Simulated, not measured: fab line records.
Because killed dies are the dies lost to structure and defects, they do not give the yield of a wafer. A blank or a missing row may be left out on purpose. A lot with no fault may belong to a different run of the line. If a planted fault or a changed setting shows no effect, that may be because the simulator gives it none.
Matching of chambers || flow nand harc || NHARC_A_STAIRCASE_STRIP_476 on rie diel-05: 4 sister chambers
The step strips in O2, time 20 s. 8 wafers are shown with their chamber, then 12 later ones without.

== WAFERS WITH THEIR CHAMBER ==
{"wafer": "L082.3", "chamber": 1, "drypump motor current A (A)": 5.2, "showerhead plenum p Torr (Torr)": 3.61}
{"wafer": "L085.4", "chamber": 1, "drypump motor current A (A)": 5.2, "showerhead plenum p Torr (Torr)": 3.60}
{"wafer": "L089.2", "chamber": 3, "drypump motor current A (A)": 6.6, "showerhead plenum p Torr (Torr)": 3.35}
{"wafer": "L089.3", "chamber": 0, "drypump motor current A (A)": 6.6, "showerhead plenum p Torr (Torr)": 3.36}
{"wafer": "L089.5", "chamber": 3, "drypump motor current A (A)": 6.6, "showerhead plenum p Torr (Torr)": 3.35}
{"wafer": "L091.1", "chamber": 0, "drypump motor current A (A)": 6.5, "showerhead plenum p Torr (Torr)": 3.36}
{"wafer": "L091.2", "chamber": 2, "drypump motor current A (A)": 5.3, "showerhead plenum p Torr (Torr)": 3.56}
{"wafer": "L091.5", "chamber": 2, "drypump motor current A (A)": 5.3, "showerhead plenum p Torr (Torr)": 3.55}

== WAFERS WHOSE CHAMBER IS MISSING ==
{"wafer": "L092.1", "drypump motor current A (A)": 6.7, "showerhead plenum p Torr (Torr)": 3.35}
{"wafer": "L092.2", "drypump motor current A (A)": 5.3, "showerhead plenum p Torr (Torr)": 3.55}
{"wafer": "L092.3", "drypump motor current A (A)": 5.2, "showerhead plenum p Torr (Torr)": 3.60}
{"wafer": "L092.4", "drypump motor current A (A)": 6.6, "showerhead plenum p Torr (Torr)": 3.36}
{"wafer": "L092.5", "drypump motor current A (A)": 6.7, "showerhead plenum p Torr (Torr)": 3.35}
{"wafer": "L092.6", "drypump motor current A (A)": 5.3, "showerhead plenum p Torr (Torr)": 3.55}
{"wafer": "L093.1", "drypump motor current A (A)": 5.3, "showerhead plenum p Torr (Torr)": 3.55}
{"wafer": "L093.2", "drypump motor current A (A)": 6.5, "showerhead plenum p Torr (Torr)": 3.36}
{"wafer": "L093.3", "drypump motor current A (A)": 6.6, "showerhead plenum p Torr (Torr)": 3.35}
{"wafer": "L093.4", "drypump motor current A (A)": 5.2, "showerhead plenum p Torr (Torr)": 3.60}
{"wafer": "L093.5", "drypump motor current A (A)": 5.3, "showerhead plenum p Torr (Torr)": 3.55}
{"wafer": "L093.6", "drypump motor current A (A)": 5.2, "showerhead plenum p Torr (Torr)": 3.60}

== THE CHAMBER EACH PASSED THROUGH ==
{"wafer": "L092.1", "from the rows above": "can't be placed: 3 or 0", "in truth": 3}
{"wafer": "L092.2", "from the rows above": 2, "in truth": 2}
{"wafer": "L092.3", "from the rows above": 1, "in truth": 1}
{"wafer": "L092.4", "from the rows above": "can't be placed: 0 or 3", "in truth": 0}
{"wafer": "L092.5", "from the rows above": "can't be placed: 3 or 0", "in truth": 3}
{"wafer": "L092.6", "from the rows above": 2, "in truth": 2}
{"wafer": "L093.1", "from the rows above": 2, "in truth": 2}
{"wafer": "L093.2", "from the rows above": 0, "in truth": 0}
{"wafer": "L093.3", "from the rows above": 3, "in truth": 3}
{"wafer": "L093.4", "from the rows above": 1, "in truth": 1}
{"wafer": "L093.5", "from the rows above": 2, "in truth": 2}
{"wafer": "L093.6", "from the rows above": 1, "in truth": 1}
9 of 12 placed correctly. From these rows, 3 cannot be placed; in 3 the true chamber is one of the candidates. Wrongly placed: 0.
How it was worked out, from the rows above alone: a wafer's distance from a chamber is the root of the sum, over the readings, of the square of ((its reading less the chamber's mean) divided by the reading's scatter). The wafer belongs to the nearest chamber; if the next one is less than 2 further off, it can't be placed. For every chamber, the mean is computed from those of its wafers that are shown. The scatter: the root of (the sum of the squares of (reading less its chamber's mean) over the shown wafers, divided by (wafers less chambers)).
